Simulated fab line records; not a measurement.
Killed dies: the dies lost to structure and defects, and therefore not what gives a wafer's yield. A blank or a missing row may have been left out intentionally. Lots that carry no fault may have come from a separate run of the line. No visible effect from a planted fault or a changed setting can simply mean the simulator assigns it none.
Chamber matching || flow n5_finfet || 4 sister chambers for N5_BEOL_M1_STRIP_36 on rie_diel-01
The step strips in N2/H2. 14 wafers are shown with their chamber, then 7 later ones without.

## WAFERS PAIRED WITH THEIR CHAMBERS
{"wafer": "L077.2", "chamber": 2, "showerhead_plenum_p_Torr (Torr)": 2.55, "throttle_valve_pct (%)": 24.0, "oes_product_au (a.u.)": 0.78}
{"wafer": "L077.5", "chamber": 3, "showerhead_plenum_p_Torr (Torr)": 2.43, "throttle_valve_pct (%)": 23.4, "oes_product_au (a.u.)": 0.76}
{"wafer": "L077.6", "chamber": 2, "showerhead_plenum_p_Torr (Torr)": 2.55, "throttle_valve_pct (%)": 24.1, "oes_product_au (a.u.)": 0.78}
{"wafer": "L082.2", "chamber": 1, "showerhead_plenum_p_Torr (Torr)": 2.42, "throttle_valve_pct (%)": 23.2, "oes_product_au (a.u.)": 0.75}
{"wafer": "L082.4", "chamber": 2, "showerhead_plenum_p_Torr (Torr)": 2.55, "throttle_valve_pct (%)": 24.0, "oes_product_au (a.u.)": 0.78}
{"wafer": "L082.5", "chamber": 2, "showerhead_plenum_p_Torr (Torr)": 2.55, "throttle_valve_pct (%)": 24.1, "oes_product_au (a.u.)": 0.78}
{"wafer": "L084.1", "chamber": 2, "showerhead_plenum_p_Torr (Torr)": 2.55, "throttle_valve_pct (%)": 24.0, "oes_product_au (a.u.)": 0.77}
{"wafer": "L084.2", "chamber": 3, "showerhead_plenum_p_Torr (Torr)": 2.43, "throttle_valve_pct (%)": 23.4, "oes_product_au (a.u.)": 0.74}
{"wafer": "L084.3", "chamber": 1, "showerhead_plenum_p_Torr (Torr)": 2.41, "throttle_valve_pct (%)": 23.2, "oes_product_au (a.u.)": 0.75}
{"wafer": "L087.2", "chamber": 0, "showerhead_plenum_p_Torr (Torr)": 2.47, "throttle_valve_pct (%)": 23.1, "oes_product_au (a.u.)": 0.93}
{"wafer": "L087.4", "chamber": 2, "showerhead_plenum_p_Torr (Torr)": 2.55, "throttle_valve_pct (%)": 24.1, "oes_product_au (a.u.)": 0.77}
{"wafer": "L087.6", "chamber": 1, "showerhead_plenum_p_Torr (Torr)": 2.41, "throttle_valve_pct (%)": 23.2, "oes_product_au (a.u.)": 0.74}
{"wafer": "L091.1", "chamber": 1, "showerhead_plenum_p_Torr (Torr)": 2.41, "throttle_valve_pct (%)": 23.2, "oes_product_au (a.u.)": 0.73}
{"wafer": "L091.4", "chamber": 0, "showerhead_plenum_p_Torr (Torr)": 2.47, "throttle_valve_pct (%)": 23.1, "oes_product_au (a.u.)": 0.92}

SIGNATURES, as means of the wafers listed above
{"reading": "showerhead_plenum_p_Torr", "chamber 0": 2.4700, "chamber 1": 2.4125, "chamber 2": 2.5500, "chamber 3": 2.4300, "scatter within a chamber": 0.00274}
{"reading": "throttle_valve_pct", "chamber 0": 23.100, "chamber 1": 23.200, "chamber 2": 24.050, "chamber 3": 23.400, "scatter within a chamber": 0.0387}
{"reading": "oes_product_au", "chamber 0": 0.9250, "chamber 1": 0.7425, "chamber 2": 0.7767, "chamber 3": 0.7500, "scatter within a chamber": 0.00811}
Rule: for a wafer and a chamber, the distance is found by dividing, reading by reading, the gap between the wafer's reading and the chamber's mean by the reading's scatter, squaring, summing and taking the root. The wafer belongs to the nearest chamber; if the next one is less than 2 further off, it can't be placed. How the scatter is found: for the shown wafers, subtract from each reading the mean of its chamber, square and add these, divide the total by (wafers less chambers), then take the root.

## WAFERS WITH NO CHAMBER GIVEN
{"wafer": "L091.6", "showerhead_plenum_p_Torr (Torr)": 2.54, "throttle_valve_pct (%)": 24.1, "oes_product_au (a.u.)": 0.76}
{"wafer": "L096.1", "showerhead_plenum_p_Torr (Torr)": 2.42, "throttle_valve_pct (%)": 23.4, "oes_product_au (a.u.)": 0.75}
{"wafer": "L096.4", "showerhead_plenum_p_Torr (Torr)": 2.47, "throttle_valve_pct (%)": 23.1, "oes_product_au (a.u.)": 0.89}
{"wafer": "L096.5", "showerhead_plenum_p_Torr (Torr)": 2.47, "throttle_valve_pct (%)": 23.1, "oes_product_au (a.u.)": 0.88}
{"wafer": "L097.2", "showerhead_plenum_p_Torr (Torr)": 2.40, "throttle_valve_pct (%)": 23.2, "oes_product_au (a.u.)": 0.73}
{"wafer": "L097.3", "showerhead_plenum_p_Torr (Torr)": 2.54, "throttle_valve_pct (%)": 24.1, "oes_product_au (a.u.)": 0.76}
{"wafer": "L097.4", "showerhead_plenum_p_Torr (Torr)": 2.42, "throttle_valve_pct (%)": 23.4, "oes_product_au (a.u.)": 0.75}

## WHICH CHAMBER EACH WENT THROUGH
{"wafer": "L091.6", "from the rows above": 2, "in truth": 2}
{"wafer": "L096.1", "from the rows above": 3, "in truth": 3}
{"wafer": "L096.4", "from the rows above": 0, "in truth": 0}
{"wafer": "L096.5", "from the rows above": 0, "in truth": 0}
{"wafer": "L097.2", "from the rows above": 1, "in truth": 1}
{"wafer": "L097.3", "from the rows above": 2, "in truth": 2}
{"wafer": "L097.4", "from the rows above": 3, "in truth": 3}
Placed correctly: 7 of 7. From these rows, 0 cannot be placed. Placed wrongly: 0.
